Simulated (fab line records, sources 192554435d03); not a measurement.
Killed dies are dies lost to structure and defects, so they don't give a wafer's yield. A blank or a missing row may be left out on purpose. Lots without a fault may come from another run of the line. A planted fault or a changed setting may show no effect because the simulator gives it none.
Which tool did it? | flow n5_finfet | 24 lots, 72 wafers sampled, at 3 steps of a route of 1938

WHAT THE GAUGES READ, wafer by wafer
N5_BEOL_M15_THK_MEAS_01.
lot  | measured     | on            | M15_ILD_THK (nm)
L074 | day 11 09:15 | film_metro-01 | 1582 1618 1607
L075 | day 11 12:32 | film_metro-02 | 1577 1609 1615
L077 | day 12 01:59 | film_metro-02 | 1612 1625 1639
L076 | day 12 05:30 | film_metro-01 | 1616 1635 1637
L078 | day 12 10:41 | film_metro-01 | 1607 1607 1636
L081 | day 12 23:11 | film_metro-01 | 1587 1611 1656
L080 | day 13 03:22 | film_metro-02 | 1574 1605 1606
L079 | day 13 09:58 | film_metro-01 | 1595 1608 1647
L082 | day 13 11:29 | film_metro-01 | 1597 1640 1602
L083 | day 13 12:01 | film_metro-02 | 1632 1637 1620
L084 | day 13 17:30 | film_metro-02 | 1613 1663 1660
L086 | day 14 08:48 | film_metro-01 | 1645 1655 1666
L085 | day 14 16:32 | film_metro-02 | 1607 1634 1661
L089 | day 14 16:46 | film_metro-02 | 1616 1627 1584
L087 | day 14 19:19 | film_metro-01 | 1589 1620 1630
L088 | day 14 20:22 | film_metro-01 | 1626 1599 1642
L090 | day 15 14:59 | film_metro-02 | 1619 1627 1615
L091 | day 15 15:16 | film_metro-02 | 1603 1614 1618
L093 | day 15 16:22 | film_metro-02 | 1605 1600 1607
L092 | day 15 23:06 | film_metro-02 | 1634 1677 1651
L094 | day 15 23:32 | film_metro-02 | 1625 1634 1645
L095 | day 17 05:35 | film_metro-02 | 1590 1635 1618
L097 | day 17 09:33 | film_metro-02 | 1610 1598 1642
L096 | day 17 09:56 | film_metro-01 | 1596 1601 1620

N5_BEOL_M15_INSPECT_12: inspects for defects (macro).
lot  | measured     | on                | raw_defect_count
L074 | day 11 09:37 | defect_inspect-02 | 1 0 1
L075 | day 11 13:01 | defect_inspect-01 | 0 1 1
L077 | day 12 02:29 | defect_inspect-02 | 4 5 4
L076 | day 12 05:59 | defect_inspect-01 | 3 2 4
L078 | day 12 11:02 | defect_inspect-02 | 4 1 3
L081 | day 12 23:40 | defect_inspect-02 | 2 1 3
L080 | day 13 03:50 | defect_inspect-01 | 3 0 2
L079 | day 13 10:28 | defect_inspect-02 | 2 2 3
L082 | day 13 11:50 | defect_inspect-01 | 3 0 1
L083 | day 13 12:23 | defect_inspect-02 | 1 2 2
L084 | day 13 17:59 | defect_inspect-01 | 1 2 3
L086 | day 14 09:10 | defect_inspect-01 | 4 8 3
L085 | day 14 17:01 | defect_inspect-01 | 0 0 3
L089 | day 14 17:15 | defect_inspect-02 | 3 4 2
L087 | day 14 19:40 | defect_inspect-01 | 2 3 0
L088 | day 14 20:51 | defect_inspect-02 | 2 1 1
L090 | day 15 15:29 | defect_inspect-01 | 2 1 2
L091 | day 15 15:45 | defect_inspect-01 | 4 5 3
L093 | day 15 16:50 | defect_inspect-01 | 1 2 5
L092 | day 15 23:35 | defect_inspect-01 | 0 5 2
L094 | day 16 00:01 | defect_inspect-01 | 2 3 1
L095 | day 17 05:57 | defect_inspect-02 | 2 1 0
L097 | day 17 10:02 | defect_inspect-01 | 0 2 3
L096 | day 17 10:25 | defect_inspect-01 | 6 4 1

WHICH TOOL RAN EACH LOT (tool, then ch and the chambers of the sampled wafers, then the start)
lot  | N5_BEOL_M14_ANNEAL_48
L074 | rtp_anneal-01 ch 0, day 11 08:13
L075 | rtp_anneal-02 ch 0, day 11 11:31
L077 | rtp_anneal-01 ch 0, day 12 01:00
L076 | rtp_anneal-02 ch 0, day 12 04:31
L078 | rtp_anneal-02 ch 0, day 12 09:27
L081 | rtp_anneal-02 ch 0, day 12 22:14
L080 | rtp_anneal-01 ch 0, day 13 02:22
L079 | rtp_anneal-02 ch 0, day 13 08:56
L082 | rtp_anneal-01 ch 0, day 13 10:26
L083 | rtp_anneal-01 ch 0, day 13 11:02
L084 | rtp_anneal-01 ch 0, day 13 16:28
L086 | rtp_anneal-01 ch 0, day 14 07:46
L085 | rtp_anneal-02 ch 0, day 14 15:32
L089 | rtp_anneal-01 ch 0, day 14 15:44
L087 | rtp_anneal-02 ch 0, day 14 18:20
L088 | rtp_anneal-01 ch 0, day 14 19:16
L090 | rtp_anneal-02 ch 0, day 15 14:00
L091 | rtp_anneal-02 ch 0, day 15 14:17
L093 | rtp_anneal-02 ch 0, day 15 15:19
L092 | rtp_anneal-02 ch 0, day 15 22:06
L094 | rtp_anneal-01 ch 0, day 15 22:32
L095 | rtp_anneal-01 ch 0, day 17 04:33
L097 | rtp_anneal-01 ch 0, day 17 08:32
L096 | rtp_anneal-01 ch 0, day 17 08:45
- N5_BEOL_M14_ANNEAL_48: time 90 s.

WHAT THE TOOLS THEMSELVES READ (means of the sampled wafers that have a number; where no wafer has one, the mark that the record gives instead)
N5_BEOL_M14_ANNEAL_48.
lot  | tool          | wafer_temp_C_max
L074 | rtp_anneal-01 | 225.51
L075 | rtp_anneal-02 | 225.99
L077 | rtp_anneal-01 | 225.65
L076 | rtp_anneal-02 | 225.98
L078 | rtp_anneal-02 | 225.94
L081 | rtp_anneal-02 | 225.92
L080 | rtp_anneal-01 | 225.58
L079 | rtp_anneal-02 | 225.83
L082 | rtp_anneal-01 | 225.77
L083 | rtp_anneal-01 | 225.49
L084 | rtp_anneal-01 | 225.45
L086 | rtp_anneal-01 | 225.61
L085 | rtp_anneal-02 | 225.80
L089 | rtp_anneal-01 | 225.31
L087 | rtp_anneal-02 | 225.92
L088 | rtp_anneal-01 | 225.60
L090 | rtp_anneal-02 | 226.06
L091 | rtp_anneal-02 | 225.98
L093 | rtp_anneal-02 | 225.79
L092 | rtp_anneal-02 | 225.95
L094 | rtp_anneal-01 | 225.57
L095 | rtp_anneal-01 | 225.80
L097 | rtp_anneal-01 | 225.68
L096 | rtp_anneal-01 | 225.62

THE ANSWER, worked out from the rows above alone
Rule: what is usual is taken from the lots themselves. Put in order of their means at a reading, lots are off if they are a third of the lots or fewer, leave a main group of 4 or more, and stand apart from it by a gap of 3 or more times the standard deviation of the main group's means; of several such gaps the widest counts. A main group whose means are all the same, to the digits that the tables above print for the reading, isn't used. A lot without any number at a reading at which 4 lots or more have one is off too. The other lots that the step has rows for count as sound. The gauges are gone through in route order, then the tools' own readings, and for those a lot's mean is taken as printed above. The first step at which some lot is off is used, and at that step the reading that is off furthest; a lot without a number counts as furthest.
No lot is off at any reading shown: from this, nothing can be told.

WHAT THE SIMULATOR HAD PUT IN
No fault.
